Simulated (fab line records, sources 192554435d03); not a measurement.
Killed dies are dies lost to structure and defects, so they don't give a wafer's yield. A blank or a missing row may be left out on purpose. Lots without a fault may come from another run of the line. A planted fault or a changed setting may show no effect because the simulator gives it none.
Split-lot experiment | flow n5_finfet | 7 lots, 21 wafers read, on a route of 1938 steps

THE SPLIT
At N5_PASSIVATION_EXPOSE_27 (exposes mask PAD, defocus 0 nm), the setting dose_mj was moved away from the recipe's 32.3 on 3 of the 21 wafers read, by -7.2% to +6.7%. The other wafers ran this setting at the recipe's value.

FROM THE SPLIT TO THE READING: what the file shows between them, 3 steps
- N5_PASSIVATION_PEB_28 (also split here: peb_time_s)
- N5_PASSIVATION_DEVELOP_29: develop time 60 s
- N5_PASSIVATION_HARDBAKE_31: time 120 s

THE READING
cd_nm, in nm, at N5_PASSIVATION_CD_MEAS_30 (target cd 4000 nm). Fault-free wafers of this fab line usually give 4000.0 nm, standard deviation 1.4 nm.

wafer  | tool, chamber at the split | dose_mj as run | against the recipe | cd_nm, nm | against lot-mates on the recipe
L074.1 | krf_scanner-02, 0          | 29.96          | -7.2%              | 3987.0    | -13.9
L074.2 | krf_scanner-02, 0          | 32.3           | recipe             | 3999.8    | -
L074.4 | krf_scanner-02, 0          | 32.3           | recipe             | 4002.1    | -
L081.3 | krf_scanner-01, 0          | 32.3           | recipe             | 3997.8    | -
L081.4 | krf_scanner-01, 0          | 32.3           | recipe             | 3998.5    | -
L081.6 | krf_scanner-01, 0          | 32.3           | recipe             | 4000.9    | -
L083.1 | krf_scanner-02, 0          | 32.3           | recipe             | 3995.3    | -
L083.5 | krf_scanner-02, 0          | 30.76          | -4.8%              | 3984.6    | -13.2
L083.6 | krf_scanner-02, 0          | 32.3           | recipe             | 4000.2    | -
L091.3 | krf_scanner-02, 0          | 32.3           | recipe             | 4000.6    | -
L091.4 | krf_scanner-02, 0          | 32.3           | recipe             | 3997.8    | -
L091.5 | krf_scanner-02, 0          | 34.46          | +6.7%              | 4012.9    | +13.7
L092.1 | krf_scanner-02, 0          | 32.3           | recipe             | 4003.6    | -
L092.3 | krf_scanner-02, 0          | 32.3           | recipe             | 4003.8    | -
L092.4 | krf_scanner-02, 0          | 32.3           | recipe             | 4000.6    | -
L095.1 | krf_scanner-01, 0          | 32.3           | recipe             | 3991.4    | -
L095.3 | krf_scanner-01, 0          | 32.3           | recipe             | 3992.2    | -
L095.5 | krf_scanner-01, 0          | 32.3           | recipe             | 3998.7    | -
L097.1 | krf_scanner-02, 0          | 32.3           | recipe             | 4001.3    | -
L097.2 | krf_scanner-02, 0          | 32.3           | recipe             | 4001.7    | -
L097.3 | krf_scanner-02, 0          | 32.3           | recipe             | 3999.4    | -

THE FIT
A straight line over all 21 wafers: cd_nm changes by +2.08 nm for each +1% of dose_mj; r = +0.83; the points scatter about the line by 3.5 nm.
The same after taking each lot's own level away (the mean of its wafers on the recipe; 21 wafers): +2.12 nm for each +1%; r = +0.94; scatter 2 nm.
On that fit, the largest move of dose_mj shifts the reading by 15 nm.
The lots' own levels span 3994.10 to 4002.67 nm, that is 6.1 times the standard deviation above.
So the lot-to-lot level changes the slope little: the two slopes agree.
Check: with one of the wafers moved furthest among these (-7.2%) left out of the fit, the line predicts -16.8 nm for it against its lot-mates. It came out at -13.9 nm against them.

OTHER SPLITS ON THESE WAFERS
These wafers also went through other splits before the reading. Each is held against what the fit with the lots' levels taken away leaves over:
other split on the same wafers    | wafers away from the commonest value | r with cd_nm (lot level and that fit taken away)
N5_BEOL_M12_SPUTTER_43 power_w    | 7                                    | -0.19
N5_BEOL_M13_EXPOSE_25 dose_mj     | 7                                    | -0.24
N5_BEOL_M13_ETCH_68 time_s        | 9                                    | -0.02
N5_BEOL_M15_TRENCH_ETCH_34 time_s | 10                                   | +0.09
N5_BEOL_M15_SPUTTER_44 power_w    | 9                                    | +0.21
N5_PASSIVATION_PEB_28 peb_time_s  | as run: not given for these wafers   | -

THE FILE'S OWN FIT
cd_nm changes by +2.13 nm for each +1% of dose_mj, r = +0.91.
